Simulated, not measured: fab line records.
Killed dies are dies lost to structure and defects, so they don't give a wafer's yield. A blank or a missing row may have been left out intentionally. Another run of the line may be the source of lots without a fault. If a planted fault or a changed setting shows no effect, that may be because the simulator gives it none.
What tool caused it? -- flow n5-finfet -- Sampling: 24 lots, 72 wafers, 5 of 1938 route steps

== WHAT EACH GAUGE READ, for each wafer ==
N5_BEOL_M3_INSPECT_13: inspects for defects (brightfield).
lot,measured,on,raw-defect-count
L075,day 7 04:07,defect-inspect-01,315 429 322
L074,day 7 18:43,defect-inspect-02,224 270 243
L076,day 8 01:43,defect-inspect-02,419 311 283
L077,day 8 07:54,defect-inspect-01,492 308 421
L078,day 8 11:02,defect-inspect-02,359 374 218
L080,day 8 15:36,defect-inspect-02,312 309 306
L079,day 8 17:38,defect-inspect-02,362 308 334
L081,day 8 22:46,defect-inspect-01,288 305 406
L082,day 9 03:42,defect-inspect-02,321 337 430
L083,day 9 05:35,defect-inspect-02,321 325 407
L084,day 9 22:22,defect-inspect-01,300 296 290
L085,day 10 06:45,defect-inspect-02,397 275 254
L086,day 10 06:53,defect-inspect-01,504 420 623
L087,day 10 19:18,defect-inspect-01,384 459 429
L088,day 10 23:46,defect-inspect-02,305 299 245
L089,day 11 00:22,defect-inspect-02,459 396 397
L090,day 11 00:58,defect-inspect-02,375 422 512
L091,day 11 12:48,defect-inspect-01,324 375 283
L092,day 11 16:46,defect-inspect-02,356 381 392
L093,day 11 18:04,defect-inspect-02,405 292 302
L094,day 12 11:15,defect-inspect-01,399 434 396
L095,day 12 11:28,defect-inspect-01,440 431 426
L096,day 12 19:58,defect-inspect-01,375 349 349
L097,day 12 21:26,defect-inspect-02,365 416 368

N5_BEOL_M3_OVL_MEAS_29.
lot,measured,on,V2_OVL (nm)
L075,day 7 04:58,overlay-02,0.4 -0.8 0.1
L074,day 7 19:44,overlay-01,-0.7 -0.8 -0.2
L076,day 8 02:38,overlay-02,0.3 0.1 1.4
L077,day 8 08:52,overlay-02,-1.0 -0.1 -0.3
L078,day 8 11:59,overlay-02,-0.8 -1.1 -1.1
L080,day 8 16:33,overlay-02,0.7 1.0 -0.1
L079,day 8 18:35,overlay-02,-0.5 -1.5 -0.3
L081,day 8 23:49,overlay-02,-0.2 0.1 -0.4
L082,day 9 04:31,overlay-01,-0.1 0.5 0.5
L083,day 9 06:24,overlay-02,-0.2 -0.5 -0.8
L084,day 9 23:17,overlay-01,-1.5 -1.3 -1.2
L085,day 10 07:41,overlay-02,-0.6 -0.4 0.9
L086,day 10 07:46,overlay-01,-0.4 1.2 -0.7
L087,day 10 20:07,overlay-01,-1.0 -0.1 -0.5
L088,day 11 00:35,overlay-02,-0.1 -1.0 0.3
L089,day 11 01:20,overlay-02,-0.5 -0.4 -0.3
L090,day 11 01:55,overlay-01,0.1 1.1 0.3
L091,day 11 13:38,overlay-02,-0.3 -0.9 -0.8
L092,day 11 17:41,overlay-01,0.2 0.9 0.0
L093,day 11 18:53,overlay-02,0.1 1.0 0.1
L094,day 12 12:04,overlay-01,-0.7 0.6 0.5
L095,day 12 12:20,overlay-02,1.1 1.4 0.8
L096,day 12 21:05,overlay-02,-0.3 0.2 -1.5
L097,day 12 22:23,overlay-01,-0.1 -0.7 -0.5

== WHICH TOOL RAN EACH LOT (tool, then ch and the chambers of the sampled wafers, then the start) ==
lot,N5_BEOL_M2_ANNEAL_95,N5_BEOL_M2_SPUTTER_96,N5_BEOL_M3_ETCH_63
L075,"pvd-sputter-01, day 7 02:05","pvd-sputter-01, day 7 02:14","rie-diel-06 ch 2,3, day 7 04:14"
L074,"pvd-sputter-03, day 7 14:37","pvd-sputter-03, day 7 14:45","rie-diel-03 ch 0,1, day 7 18:52"
L076,"pvd-sputter-03, day 7 21:26","pvd-sputter-03, day 7 21:34","rie-diel-04 ch 0,1, day 8 01:47"
L077,"pvd-sputter-03, day 8 04:04","pvd-sputter-03, day 8 04:13","rie-diel-06 ch 1,2,3, day 8 08:01"
L078,"pvd-sputter-02, day 8 07:05","pvd-sputter-02, day 8 07:13","rie-diel-06 ch 0,1,3, day 8 11:08"
L080,"pvd-sputter-02, day 8 13:19","pvd-sputter-02, day 8 13:28","rie-diel-06 ch 1,2,3, day 8 15:41"
L079,"pvd-sputter-03, day 8 13:39","pvd-sputter-03, day 8 13:47","rie-diel-03 ch 1,2, day 8 17:43"
L081,"pvd-sputter-01, day 8 19:57","pvd-sputter-01, day 8 20:05","rie-diel-06 ch 0,2,3, day 8 22:56"
L082,"pvd-sputter-02, day 9 01:43","pvd-sputter-02, day 9 01:51","rie-diel-04 ch 2,3, day 9 03:47"
L083,"pvd-sputter-01, day 9 02:03","pvd-sputter-01, day 9 02:11","rie-diel-06 ch 0,2,3, day 9 05:41"
L084,"pvd-sputter-02, day 9 20:08","pvd-sputter-02, day 9 20:16","rie-diel-04 ch 1,2,3, day 9 22:26"
L085,"pvd-sputter-01, day 10 04:17","pvd-sputter-01, day 10 04:26","rie-diel-04 ch 0,1, day 10 06:50"
L086,"pvd-sputter-02, day 10 04:34","pvd-sputter-02, day 10 04:42","rie-diel-06 ch 0,1,3, day 10 06:58"
L087,"pvd-sputter-03, day 10 16:50","pvd-sputter-03, day 10 16:58","rie-diel-03 ch 1,2,3, day 10 19:23"
L088,"pvd-sputter-02, day 10 18:04","pvd-sputter-02, day 10 18:12","rie-diel-04 ch 1,3, day 10 23:51"
L089,"pvd-sputter-01, day 10 21:14","pvd-sputter-01, day 10 21:22","rie-diel-04 ch 0,1, day 11 00:29"
L090,"pvd-sputter-03, day 10 22:57","pvd-sputter-03, day 10 23:05","rie-diel-04 ch 1,3, day 11 01:03"
L091,"pvd-sputter-03, day 11 09:33","pvd-sputter-03, day 11 09:41","rie-diel-06 ch 2,3, day 11 12:54"
L092,"pvd-sputter-03, day 11 12:41","pvd-sputter-03, day 11 12:50","rie-diel-03 ch 0,3, day 11 16:56"
L093,"pvd-sputter-02, day 11 15:45","pvd-sputter-02, day 11 15:53","rie-diel-04 ch 0,1,2, day 11 18:09"
L094,"pvd-sputter-03, day 12 07:01","pvd-sputter-03, day 12 07:09","rie-diel-04 ch 1,2,3, day 12 11:20"
L095,"pvd-sputter-01, day 12 07:06","pvd-sputter-01, day 12 07:14","rie-diel-06 ch 0,3, day 12 11:34"
L096,"pvd-sputter-03, day 12 15:39","pvd-sputter-03, day 12 15:47","rie-diel-06 ch 0,2,3, day 12 20:14"
L097,"pvd-sputter-01, day 12 19:16","pvd-sputter-01, day 12 19:25","rie-diel-04 ch 1,2,3, day 12 21:31"
- N5_BEOL_M2_ANNEAL_95: time 240 s.
- N5_BEOL_M2_SPUTTER_96: material Cu, target thk 4.5 nm, time 8.29 s.
- N5_BEOL_M3_ETCH_63: etches SiARC in CF4, target depth 15.6 nm, time 26 s.

== WHAT THE TOOLS THEMSELVES READ (means of the sampled wafers that have a number; where no wafer has one, the mark that the record gives instead) ==
N5_BEOL_M2_ANNEAL_95.
lot,tool,heater-power-w (W)
L075,pvd-sputter-01,962
L074,pvd-sputter-03,785
L076,pvd-sputter-03,804
L077,pvd-sputter-03,767
L078,pvd-sputter-02,831
L080,pvd-sputter-02,778
L079,pvd-sputter-03,796
L081,pvd-sputter-01,900
L082,pvd-sputter-02,779
L083,pvd-sputter-01,890
L084,pvd-sputter-02,817
L085,pvd-sputter-01,901
L086,pvd-sputter-02,769
L087,pvd-sputter-03,793
L088,pvd-sputter-02,758
L089,pvd-sputter-01,860
L090,pvd-sputter-03,807
L091,pvd-sputter-03,785
L092,pvd-sputter-03,767
L093,pvd-sputter-02,780
L094,pvd-sputter-03,783
L095,pvd-sputter-01,834
L096,pvd-sputter-03,749
L097,pvd-sputter-01,901

N5_BEOL_M2_SPUTTER_96.
lot,tool,throttle-valve-pct (%)
L075,pvd-sputter-01,30.0
L074,pvd-sputter-03,30.6
L076,pvd-sputter-03,29.4
L077,pvd-sputter-03,30.9
L078,pvd-sputter-02,29.9
L080,pvd-sputter-02,29.6
L079,pvd-sputter-03,29.8
L081,pvd-sputter-01,30.2
L082,pvd-sputter-02,29.7
L083,pvd-sputter-01,30.2
L084,pvd-sputter-02,29.0
L085,pvd-sputter-01,29.9
L086,pvd-sputter-02,29.7
L087,pvd-sputter-03,30.4
L088,pvd-sputter-02,29.8
L089,pvd-sputter-01,30.7
L090,pvd-sputter-03,29.9
L091,pvd-sputter-03,30.6
L092,pvd-sputter-03,30.9
L093,pvd-sputter-02,29.3
L094,pvd-sputter-03,30.6
L095,pvd-sputter-01,30.3
L096,pvd-sputter-03,30.4
L097,pvd-sputter-01,30.1

N5_BEOL_M3_ETCH_63.
lot,tool,drypump-motor-current-A (A),etch-rf-on-time-s (s),oes-product-au (a.u.),rf-vpp-V (V),showerhead-plenum-p-Torr (Torr),throttle-valve-pct (%)
L075,rie-diel-06,5.8,26.1,0.64,182.8,2.05,15.77
L074,rie-diel-03,6.0,26.7,0.59,184.6,2.20,15.90
L076,rie-diel-04,6.2,26.6,0.67,184.4,2.21,15.46
L077,rie-diel-06,5.6,26.2,0.65,183.7,2.09,15.69
L078,rie-diel-06,5.6,26.7,0.62,183.8,2.11,15.87
L080,rie-diel-06,5.6,26.5,0.65,183.7,2.09,15.70
L079,rie-diel-03,5.7,26.6,0.63,184.4,2.18,15.69
L081,rie-diel-06,5.6,26.2,0.63,183.6,2.08,15.84
L082,rie-diel-04,5.7,26.0,0.61,185.3,2.20,15.92
L083,rie-diel-06,5.6,26.0,0.64,183.7,2.08,15.85
L084,rie-diel-04,6.0,26.3,0.61,185.1,2.20,15.84
L085,rie-diel-04,6.2,27.0,0.65,185.0,2.21,15.49
L086,rie-diel-06,5.6,26.7,0.61,183.7,2.10,15.89
L087,rie-diel-03,5.9,26.7,0.68,185.0,2.16,15.48
L088,rie-diel-04,5.6,26.4,0.62,184.4,2.21,15.84
L089,rie-diel-04,6.2,26.9,0.64,184.9,2.21,15.50
L090,rie-diel-04,5.7,26.4,0.62,185.3,2.21,15.85
L091,rie-diel-06,5.7,25.9,0.65,183.7,2.06,15.69
L092,rie-diel-03,6.3,26.5,0.79,184.7,2.17,15.24
L093,rie-diel-04,6.3,26.5,0.72,184.0,2.19,15.44
L094,rie-diel-04,6.0,26.1,0.69,185.5,2.20,15.70
L095,rie-diel-06,5.8,26.4,0.59,183.5,2.06,16.02
L096,rie-diel-06,5.6,25.8,0.62,183.1,2.07,15.91
L097,rie-diel-04,6.0,26.4,0.68,185.8,2.20,15.70

== THE ANSWER, worked out from the rows above alone ==
Rule: the usual values come from the lots themselves. The widest of any qualifying gaps counts: lots, ordered by their means at a reading, are off when they make up no more than a third of the lots, leave a main group of 4 or more, and stand apart from it by 3 or more times the standard deviation of that group's means. Not used: any main group whose means are identical at the precision the tables above print for the reading. Also off: a lot with no number at a reading for which 4 or more lots have one. All remaining lots with rows at the step are treated as sound. Order of review: gauges by route order, followed by the tools' own readings, for which a lot's mean as printed above is used. At the first step where some lot is off, the reading lying furthest off is the one used; lots without a number count as furthest.
Across all readings shown, no lot is off: no conclusion can be drawn from this.

== WHAT HAD BEEN PUT IN BY THE SIMULATOR ==
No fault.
